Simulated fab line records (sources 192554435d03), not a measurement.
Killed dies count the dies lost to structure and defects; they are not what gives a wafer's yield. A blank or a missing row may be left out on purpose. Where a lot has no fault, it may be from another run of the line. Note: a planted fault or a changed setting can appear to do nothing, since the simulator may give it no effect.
Matching of chambers ; flow n5Finfet ; pecvd-03 running N5_BEOL_M2_DEP_57: 3 sister chambers
The step deposits SiCN from 3MS/NH3, target thk 8 nm, time 14 s. 14 wafers are shown with their chamber, then 7 later ones without.

WAFERS, EACH WITH ITS CHAMBER
wafer;chamber;showerheadVppV (V);showerheadPlenumPTorr (Torr);throttleValvePct (%)
L075.1;1;835;3.667;9.3
L075.4;1;822;3.680;9.1
L075.6;2;942;3.687;10.0
L077.2;0;789;3.668;9.3
L077.3;0;788;3.659;9.4
L077.6;1;833;3.666;9.1
L083.1;1;822;3.672;9.5
L083.3;0;801;3.668;9.4
L083.4;0;808;3.655;9.0
L086.2;1;831;3.666;9.2
L086.3;2;932;3.675;9.1
L086.4;2;954;3.672;8.9
L088.3;0;791;3.656;9.4
L088.4;2;924;3.670;9.1

SIGNATURES (averages over the wafers above)
reading;chamber 0;chamber 1;chamber 2;scatter within a chamber
showerheadVppV;795.40;828.60;938.00;9.35
showerheadPlenumPTorr;3.66120;3.67020;3.67600;0.00662
throttleValvePct;9.300;9.240;9.275;0.295
Rule: a wafer's distance from a chamber is the root of the sum, over the readings, of the square of ((its reading less the chamber's mean) divided by the reading's scatter). If the next closest chamber is less than 2 further off than the closest, the wafer can't be placed; otherwise it belongs to the closest. The scatter: the root of (the sum of the squares of (reading less its chamber's mean) over the shown wafers, divided by (wafers less chambers)).

WAFERS WHOSE CHAMBER IS MISSING
wafer;showerheadVppV (V);showerheadPlenumPTorr (Torr);throttleValvePct (%)
L088.5;781;3.651;9.3
L089.2;839;3.670;9.2
L089.4;940;3.665;8.7
L089.5;792;3.664;9.3
L091.2;828;3.677;9.3
L091.4;948;3.676;9.1
L091.5;830;3.675;9.3

WHICH CHAMBER EACH ONE RAN IN
wafer;from the rows above;in truth
L088.5;0;0
L089.2;1;1
L089.4;2;2
L089.5;0;0
L091.2;1;1
L091.4;2;2
L091.5;1;1
Correctly placed: 7 of 7. From these rows, 0 cannot be placed. Number placed wrongly: 0.
